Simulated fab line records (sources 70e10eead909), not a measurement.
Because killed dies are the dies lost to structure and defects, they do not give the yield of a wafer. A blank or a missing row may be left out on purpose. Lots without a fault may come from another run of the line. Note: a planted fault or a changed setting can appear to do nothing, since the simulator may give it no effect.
Which tool did it? | flow nand harc | 24 lots with 72 wafers sampled at 5 steps, on a route of 1159 steps

== WHAT EACH GAUGE READ, for each wafer ==
NHARC_A_CHANNEL_HOLE_D1_CD_MEAS_30. Usual: 90.3 nm for cd nm, sd 2.
lot  | measured     | on        | cd nm (nm)     | flag
L074 | day 8 17:23  | cd sem-03 | 92.8 93.2 89.4 |
L075 | day 9 05:51  | cd sem-02 | 93.8 94.8 90.4 |
L077 | day 9 06:14  | cd sem-03 | 92.0 89.9 89.8 |
L076 | day 9 10:01  | cd sem-01 | 86.9 92.1 89.2 |
L078 | day 9 14:58  | cd sem-02 | 89.7 93.8 89.2 |
L079 | day 10 02:53 | cd sem-02 | 91.6 88.6 91.0 |
L080 | day 10 11:22 | cd sem-02 | 89.4 90.3 88.0 |
L081 | day 10 15:35 | cd sem-01 | 89.7 89.8 89.0 |
L082 | day 10 11:58 | cd sem-01 | 87.2 93.2 91.8 |
L084 | day 10 18:16 | cd sem-02 | 92.8 87.9 90.9 |
L083 | day 10 22:41 | cd sem-02 | 94.4 92.0 92.4 |
L086 | day 11 16:48 | cd sem-02 | 86.7 89.5 87.1 |
L087 | day 11 17:11 | cd sem-03 | 90.2 87.2 90.9 |
L085 | day 11 20:56 | cd sem-02 | 89.7 89.5 92.1 |
L088 | day 12 04:17 | cd sem-01 | 92.0 90.7 91.7 |
L089 | day 12 12:59 | cd sem-02 | 89.8 89.5 89.5 |
L091 | day 12 19:04 | cd sem-02 | 87.6 86.2 88.5 |
L090 | day 12 19:20 | cd sem-02 | 88.0 87.9 91.6 |
L092 | day 12 22:46 | cd sem-01 | 90.1 87.4 90.3 |
L094 | day 13 03:48 | cd sem-02 | 87.4 90.8 87.7 |
L093 | day 13 02:57 | cd sem-01 | 91.5 90.9 87.9 |
L095 | day 13 17:01 | cd sem-02 | 93.0 91.8 92.2 |
L097 | day 14 09:56 | cd sem-02 | 90.0 88.4 89.3 |
L096 | day 14 14:26 | cd sem-03 | 87.7 90.1 87.5 |

== TOOL THAT RAN EACH LOT (tool first, then ch and the chambers of the sampled wafers, then the start) ==
lot  | NHARC_P_M1_ANNEAL_31             | NHARC_P_M1_CMP_23             | NHARC_P_BONDPAD_ETCH_24                       | NHARC_A_CHANNEL_HOLE_D1_ETCH_22
L074 | rtp anneal-02 ch 0, day 6 02:16  | cmp-01 ch 0,1,2, day 6 02:35  | rie diel-01 ch 0,1,3, day 8 12:42 or earlier  | har etch-01 ch 0,1, day 8 12:42
L075 | rtp anneal-02 ch 0, day 6 16:04  | cmp-01 ch 0,2,3, day 6 16:23  | rie diel-04 ch 0,2,3, day 9 01:17 or earlier  | har etch-01 ch 0,1, day 9 01:17
L077 | rtp anneal-02 ch 0, day 6 18:07  | cmp-03 ch 0,1,2, day 6 18:25  | rie diel-04 ch 0,1,2, day 9 01:40 or earlier  | har etch-02 ch 0,1, day 9 01:40
L076 | rtp anneal-01 ch 0, day 6 18:13  | cmp-01 ch 0,1, day 6 18:35    | rie diel-04 ch 0,1, day 9 05:27 or earlier    | har etch-01 ch 0,1, day 9 05:27
L078 | rtp anneal-02 ch 0, day 7 03:59  | cmp-03 ch 0,1,2, day 7 04:20  | rie diel-12 ch 0,3, day 9 10:25 or earlier    | har etch-01 ch 0,1, day 9 10:25
L079 | rtp anneal-02 ch 0, day 7 16:31  | cmp-03 ch 0,3, day 7 16:53    | rie diel-04 ch 0,3, day 9 22:10 or earlier    | har etch-01 ch 0,1, day 9 22:10
L080 | rtp anneal-01 ch 0, day 7 21:43  | cmp-03 ch 1,2, day 7 21:55    | rie diel-01 ch 0,3, day 10 06:59 or earlier   | har etch-02 ch 0,1, day 10 06:59
L081 | rtp anneal-01 ch 0, day 7 22:05  | cmp-03 ch 0,2,3, day 7 22:19  | rie diel-01 ch 1,2,3, day 10 11:03 or earlier | har etch-02 ch 0,1, day 10 11:03
L082 | rtp anneal-01 ch 0, day 8 02:23  | cmp-01 ch 0,1,2, day 8 02:44  | rie diel-04 ch 0,2,3, day 10 07:25 or earlier | har etch-01 ch 0, day 10 07:25
L084 | rtp anneal-01 ch 0, day 8 07:42  | cmp-02 ch 0,2,3, day 8 07:58  | rie diel-04 ch 2,3, day 10 13:22 or earlier   | har etch-01 ch 0,1, day 10 13:22
L083 | rtp anneal-02 ch 0, day 8 11:26  | cmp-03 ch 0,3, day 8 11:47    | rie diel-04 ch 0,2,3, day 10 17:52 or earlier | har etch-02 ch 0,1, day 10 17:52
L086 | rtp anneal-01 ch 0, day 9 08:45  | cmp-01 ch 1,3, day 9 09:04    | rie diel-04 ch 1,3, day 11 12:05 or earlier   | har etch-02 ch 0,1, day 11 12:05
L087 | rtp anneal-01 ch 0, day 9 10:00  | cmp-02 ch 0,1,2, day 9 10:15  | rie diel-04 ch 0,1,3, day 11 12:49 or earlier | har etch-01 ch 0,1, day 11 12:49
L085 | rtp anneal-01 ch 0, day 9 10:13  | cmp-03 ch 1,2,3, day 9 10:30  | rie diel-01 ch 0,1,2, day 11 16:21 or earlier | har etch-02 ch 0,1, day 11 16:21
L088 | rtp anneal-01 ch 0, day 9 19:41  | cmp-03 ch 0,3, day 9 19:58    | rie diel-01 ch 0,1, day 11 23:44 or earlier   | har etch-01 ch 0,1, day 11 23:44
L089 | rtp anneal-01 ch 0, day 10 01:27 | cmp-01 ch 0,1,2, day 10 01:49 | rie diel-04 ch 0,2,3, day 12 08:17 or earlier | har etch-01 ch 0,1, day 12 08:17
L091 | rtp anneal-02 ch 0, day 10 07:23 | cmp-01 ch 0,3, day 10 07:37   | rie diel-04 ch 0,1,2, day 10 14:55            | har etch-02 ch 0,1, day 12 14:08
L090 | rtp anneal-01 ch 0, day 10 08:57 | cmp-03 ch 0,1,2, day 10 09:18 | rie diel-12 ch 0,1,2, day 12 14:29 or earlier | har etch-01 ch 0,1, day 12 14:29
L092 | rtp anneal-02 ch 0, day 10 13:45 | cmp-03 ch 0,1,2, day 10 13:59 | rie diel-01 ch 1,2,3, day 10 21:18            | har etch-02 ch 0,1, day 12 18:17
L094 | rtp anneal-01 ch 0, day 10 19:11 | cmp-02 ch 0,1,2, day 10 19:28 | rie diel-12 ch 0,1,2, day 12 23:11 or earlier | har etch-01 ch 0,1, day 12 23:11
L093 | rtp anneal-02 ch 0, day 10 20:44 | cmp-03 ch 0,1,3, day 10 21:05 | rie diel-12 ch 0,2,3, day 12 22:22 or earlier | har etch-02 ch 0,1, day 12 22:22
L095 | rtp anneal-02 ch 0, day 11 07:36 | cmp-02 ch 0,1, day 11 08:15   | rie diel-12 ch 0,2,3, day 13 12:27 or earlier | har etch-02 ch 0,1, day 13 12:27
L097 | rtp anneal-01 ch 0, day 11 21:17 | cmp-01 ch 0,1,2, day 11 21:41 | rie diel-04 ch 1,2, day 14 05:23 or earlier   | har etch-02 ch 0,1, day 14 05:23
L096 | rtp anneal-02 ch 0, day 11 21:54 | cmp-03 ch 0,1,2, day 11 22:15 | rie diel-04 ch 0,1,2, day 14 09:27 or earlier | har etch-02 ch 0,1, day 14 09:27
- NHARC_P_M1_ANNEAL_31: time 90 s.
- NHARC_P_M1_CMP_23: polishes, t overpolish 20 s, target thk 157.82 nm.
- NHARC_P_BONDPAD_ETCH_24: etches the open film in CF4/N2, target depth 30 nm, time 72.99 s.
- NHARC_A_CHANNEL_HOLE_D1_ETCH_22: etches the open film in C4F8/O2/Ar, time 666.7 s, target depth 1600 nm.

== WHAT THE TOOLS THEMSELVES READ (means of the sampled wafers that have a number; where no wafer has one, the mark that the record gives instead) ==
NHARC_P_M1_ANNEAL_31. Usual: 226.1 for wafer_temp_C_max, sd 0.44.
lot  | tool          | wafer_temp_C_max | flag
L074 | rtp anneal-02 | 226.0            |
L075 | rtp anneal-02 | 225.7            |
L077 | rtp anneal-02 | 225.8            |
L076 | rtp anneal-01 | 226.2            |
L078 | rtp anneal-02 | 225.8            |
L079 | rtp anneal-02 | 226.0            |
L080 | rtp anneal-01 | 226.3            |
L081 | rtp anneal-01 | 226.4            |
L082 | rtp anneal-01 | 226.8            |
L084 | rtp anneal-01 | 226.6            |
L083 | rtp anneal-02 | 225.7            |
L086 | rtp anneal-01 | 226.5            |
L087 | rtp anneal-01 | 226.5            |
L085 | rtp anneal-01 | 226.4            |
L088 | rtp anneal-01 | 226.8            |
L089 | rtp anneal-01 | 226.3            |
L091 | rtp anneal-02 | 225.6            |
L090 | rtp anneal-01 | 226.8            |
L092 | rtp anneal-02 | 225.6            |
L094 | rtp anneal-01 | 226.3            |
L093 | rtp anneal-02 | 225.9            |
L095 | rtp anneal-02 | 225.8            |
L097 | rtp anneal-01 | 226.1            |
L096 | rtp anneal-02 | 225.6            |

NHARC_P_M1_CMP_23. Usual: motor current A 11.8 A, standard deviation 1.3; retaining ring pressure frac 1.000, standard deviation 0.0051; time to endpoint s 29.0 s, standard deviation 2.8.
lot  | tool   | motor current A (A) | retaining ring pressure frac | time to endpoint s (s) | flag
L074 | cmp-01 | 13.0                | 0.995                        | 29.1                   |
L075 | cmp-01 | 12.1                | 0.998                        | 26.0                   |
L077 | cmp-03 | 11.0                | 1.000                        | 32.1                   |
L076 | cmp-01 | 12.8                | 0.999                        | 25.4                   |
L078 | cmp-03 | 10.7                | 0.995                        | 31.5                   |
L079 | cmp-03 | 11.7                | 1.004                        | 27.2                   |
L080 | cmp-03 | 11.0                | 0.998                        | 33.6                   |
L081 | cmp-03 | 11.5                | 1.006                        | 29.6                   |
L082 | cmp-01 | 13.2                | 1.003                        | 28.3                   |
L084 | cmp-02 | 12.1                | 1.000                        | 29.5                   |
L083 | cmp-03 | 11.5                | 1.004                        | 29.8                   |
L086 | cmp-01 | 12.8                | 1.006                        | 26.4                   |
L087 | cmp-02 | 12.3                | 1.002                        | 31.5                   |
L085 | cmp-03 | 10.5                | 1.001                        | 27.3                   |
L088 | cmp-03 | 11.3                | 1.000                        | 29.2                   |
L089 | cmp-01 | 12.7                | 1.000                        | 27.9                   |
L091 | cmp-01 | 11.4                | 1.002                        | 25.3                   |
L090 | cmp-03 | 11.2                | 1.005                        | 29.8                   |
L092 | cmp-03 | 11.1                | 1.000                        | 28.1                   |
L094 | cmp-02 | 12.5                | 0.997                        | 34.8                   |
L093 | cmp-03 | 11.4                | 0.993                        | 27.2                   |
L095 | cmp-02 | 12.8                | 0.997                        | 27.7                   |
L097 | cmp-01 | 12.9                | 1.002                        | 28.4                   |
L096 | cmp-03 | 11.1                | 1.000                        | 31.3                   |

NHARC_P_BONDPAD_ETCH_24. Usual: bias w 100.0 W, standard deviation 0.31; drypump motor current A 5.6 A, standard deviation 0.42; oes product au 0.987 a.u., standard deviation 0.015; rf vpp V 313.6 V, standard deviation 1.9; showerhead plenum p Torr 2.59 Torr, standard deviation 0.11; throttle valve pct 19.795 %, standard deviation 0.0083.
lot  | tool        | bias w (W) | drypump motor current A (A) | oes product au (a.u.) | rf vpp V (V) | showerhead plenum p Torr (Torr) | throttle valve pct (%) | flag
L074 | rie diel-01 | 99.7       | 5.8                         | 0.990                 | 313.1        | 2.53                            | 19.795                 |
L075 | rie diel-04 | 100.0      | 5.3                         | 0.984                 | 314.6        | 2.61                            | 19.789                 |
L077 | rie diel-04 | 100.0      | 5.5                         | 0.977                 | 315.7        | 2.64                            | 19.797                 |
L076 | rie diel-04 | 100.2      | 5.9                         | 0.971                 | 315.8        | 2.70                            | 19.801                 |
L078 | rie diel-12 | 99.8       | 5.7                         | 1.016                 | 311.7        | 2.47                            | 19.800                 |
L079 | rie diel-04 | 100.1      | 5.5                         | 0.983                 | 314.3        | 2.68                            | 19.793                 |
L080 | rie diel-01 | 100.0      | 5.8                         | 0.992                 | 312.2        | 2.51                            | 19.790                 |
L081 | rie diel-01 | 100.0      | 5.9                         | 0.988                 | 312.4        | 2.52                            | 19.789                 |
L082 | rie diel-04 | 99.9       | 5.3                         | 0.989                 | 313.4        | 2.61                            | 19.801                 |
L084 | rie diel-04 | 100.2      | 5.1                         | 0.988                 | 312.8        | 2.54                            | 19.799                 |
L083 | rie diel-04 | 99.8       | 5.3                         | 0.986                 | 313.7        | 2.61                            | 19.791                 |
L086 | rie diel-04 | 99.8       | 5.7                         | 0.985                 | 314.5        | 2.62                            | 19.793                 |
L087 | rie diel-04 | 100.0      | 5.7                         | 0.986                 | 315.7        | 2.67                            | 19.787                 |
L085 | rie diel-01 | 99.9       | 5.7                         | 0.979                 | 312.5        | 2.49                            | 19.797                 |
L088 | rie diel-01 | 100.2      | 5.7                         | 0.980                 | 313.1        | 2.53                            | 19.792                 |
L089 | rie diel-04 | 99.9       | 5.3                         | 0.970                 | 314.1        | 2.61                            | 19.797                 |
L091 | rie diel-04 | 100.0      | 5.4                         | 0.971                 | 314.5        | 2.64                            | 19.793                 |
L090 | rie diel-12 | 100.0      | 5.8                         | 1.004                 | 314.4        | 2.62                            | 19.791                 |
L092 | rie diel-01 | 99.9       | 5.9                         | 0.982                 | 312.3        | 2.51                            | 19.793                 |
L094 | rie diel-12 | 100.2      | 5.8                         | 1.011                 | 314.4        | 2.62                            | 19.793                 |
L093 | rie diel-12 | 99.9       | 5.8                         | 0.998                 | 312.6        | 2.59                            | 19.799                 |
L095 | rie diel-12 | 99.9       | 5.8                         | 1.009                 | 313.5        | 2.59                            | 19.791                 |
L097 | rie diel-04 | 99.8       | 5.2                         | 0.970                 | 313.9        | 2.58                            | 19.798                 |
L096 | rie diel-04 | 100.1      | 5.4                         | 0.981                 | 314.8        | 2.64                            | 19.798                 |

NHARC_A_CHANNEL_HOLE_D1_ETCH_22. Usual: drypump motor current A 5.8 A, standard deviation 0.58; o2 flow sccm 35.72 sccm, standard deviation 0.11; showerhead plenum p Torr 3.81 Torr, standard deviation 0.036; throttle valve pct 32.154 %, standard deviation 0.0091.
lot  | tool        | drypump motor current A (A) | o2 flow sccm (sccm) | showerhead plenum p Torr (Torr) | throttle valve pct (%) | flag
L074 | har etch-01 | 5.2                         | 35.65               | 3.83                            | 32.157                 |
L075 | har etch-01 | 5.2                         | 35.77               | 3.82                            | 32.157                 |
L077 | har etch-02 | 6.3                         | 35.63               | 3.84                            | 32.146                 |
L076 | har etch-01 | 5.5                         | 35.75               | 3.82                            | 32.150                 |
L078 | har etch-01 | 5.2                         | 35.72               | 3.82                            | 32.144                 |
L079 | har etch-01 | 5.5                         | 35.63               | 3.82                            | 32.146                 |
L080 | har etch-02 | 6.3                         | 35.59               | 3.84                            | 32.154                 |
L081 | har etch-02 | 6.2                         | 35.79               | 3.80                            | 32.156                 |
L082 | har etch-01 | 4.9                         | 35.68               | 3.81                            | 32.155                 |
L084 | har etch-01 | 5.2                         | 35.70               | 3.81                            | 32.151                 |
L083 | har etch-02 | 6.3                         | 35.84               | 3.80                            | 32.158                 |
L086 | har etch-02 | 6.2                         | 35.73               | 3.79                            | 32.148                 |
L087 | har etch-01 | 5.4                         | 35.68               | 3.81                            | 32.158                 |
L085 | har etch-02 | 6.3                         | 35.81               | 3.83                            | 32.156                 |
L088 | har etch-01 | 5.2                         | 35.72               | 3.80                            | 32.159                 |
L089 | har etch-01 | 5.2                         | 35.55               | 3.80                            | 32.157                 |
L091 | har etch-02 | 6.2                         | 35.70               | 3.79                            | 32.148                 |
L090 | har etch-01 | 5.5                         | 35.61               | 3.80                            | 32.154                 |
L092 | har etch-02 | 6.3                         | 35.77               | 3.82                            | 32.150                 |
L094 | har etch-01 | 5.2                         | 35.71               | 3.79                            | 32.157                 |
L093 | har etch-02 | 6.2                         | 35.74               | 3.78                            | 32.151                 |
L095 | har etch-02 | 6.3                         | 35.74               | 3.82                            | 32.154                 |
L097 | har etch-02 | 6.2                         | 35.77               | 3.78                            | 32.165                 |
L096 | har etch-02 | 6.2                         | 35.77               | 3.77                            | 32.154                 |

== THE ANSWER, worked out from the rows above alone ==
Rule: lot off if the mean of its wafers having a number is beyond 3 standard deviations from the usual mean. Also off: a lot with no number at a reading for which 4 or more lots have one. All remaining lots with rows at the step are treated as sound. Order of review: gauges by route order, followed by the tools' own readings, for which a lot's mean as printed above is used. The first step at which some lot is off is used, and at that step the reading that is off furthest; a lot without a number counts as furthest.
None of the lots is off at any reading shown; this tells nothing.

== WHAT HAD BEEN PUT IN BY THE SIMULATOR ==
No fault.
